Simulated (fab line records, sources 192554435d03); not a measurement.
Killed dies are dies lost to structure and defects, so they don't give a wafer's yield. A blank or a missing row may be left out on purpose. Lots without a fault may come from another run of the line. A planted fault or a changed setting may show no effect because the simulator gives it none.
Chamber matching | flow n5_finfet | N5_BEOL_M8_ETCH_62 on rie_diel-05: 4 sister chambers
The step etches SOC in N2/H2, target depth 110 nm, overetch 22 nm, time 165 s. 16 wafers are shown with their chamber, then 8 later ones without.

WAFERS WITH THEIR CHAMBER
wafer  | chamber | showerhead_plenum_p_Torr (Torr) | drypump_motor_current_A (A) | throttle_valve_pct (%)
L074.1 | 2       | 2.63                            | 5.9                         | 17.87
L074.2 | 1       | 2.42                            | 5.5                         | 18.02
L074.3 | 0       | 2.57                            | 5.0                         | 17.43
L077.3 | 3       | 2.71                            | 5.7                         | 17.67
L077.4 | 2       | 2.63                            | 5.9                         | 17.87
L077.6 | 0       | 2.57                            | 5.0                         | 17.46
L078.2 | 1       | 2.42                            | 5.6                         | 18.03
L078.4 | 2       | 2.63                            | 5.9                         | 17.91
L078.5 | 3       | 2.71                            | 5.7                         | 17.71
L083.1 | 3       | 2.70                            | 5.7                         | 17.69
L083.2 | 0       | 2.57                            | 4.9                         | 17.46
L083.5 | 1       | 2.42                            | 5.5                         | 18.04
L087.1 | 0       | 2.56                            | 4.9                         | 17.48
L087.2 | 2       | 2.62                            | 5.9                         | 17.92
L087.6 | 3       | 2.70                            | 5.7                         | 17.72
L089.3 | 1       | 2.41                            | 5.5                         | 18.06

SIGNATURES (means of the wafers above)
reading                  | chamber 0 | chamber 1 | chamber 2 | chamber 3 | scatter within a chamber
showerhead_plenum_p_Torr | 2.5675    | 2.4175    | 2.6275    | 2.7050    | 0.0052
drypump_motor_current_A  | 4.950     | 5.525     | 5.900     | 5.700     | 0.0382
throttle_valve_pct       | 17.4575   | 18.0375   | 17.8925   | 17.6975   | 0.0218
Rule: a wafer's distance from a chamber is the root of the sum, over the readings, of the square of ((its reading less the chamber's mean) divided by the reading's scatter). The wafer belongs to the nearest chamber; if the next one is less than 2 further off, it can't be placed. The scatter: the root of (the sum of the squares of (reading less its chamber's mean) over the shown wafers, divided by (wafers less chambers)).

WAFERS WITHOUT THEIR CHAMBER
wafer  | showerhead_plenum_p_Torr (Torr) | drypump_motor_current_A (A) | throttle_valve_pct (%)
L089.4 | 2.56                            | 4.9                         | 17.49
L089.5 | 2.62                            | 5.9                         | 17.92
L092.2 | 2.56                            | 5.0                         | 17.50
L092.5 | 2.62                            | 5.9                         | 17.94
L092.6 | 2.41                            | 5.6                         | 18.08
L093.1 | 2.62                            | 5.9                         | 17.94
L093.2 | 2.69                            | 5.7                         | 17.76
L093.3 | 2.41                            | 5.5                         | 18.08

WHICH CHAMBER EACH WENT THROUGH
wafer  | from the rows above | in truth
L089.4 | 0                   | 0
L089.5 | 2                   | 2
L092.2 | 0                   | 0
L092.5 | 2                   | 2
L092.6 | 1                   | 1
L093.1 | 2                   | 2
L093.2 | 3                   | 3
L093.3 | 1                   | 1
Placed correctly: 8 of 8. Can't be placed from these rows: 0. Placed wrongly: 0.
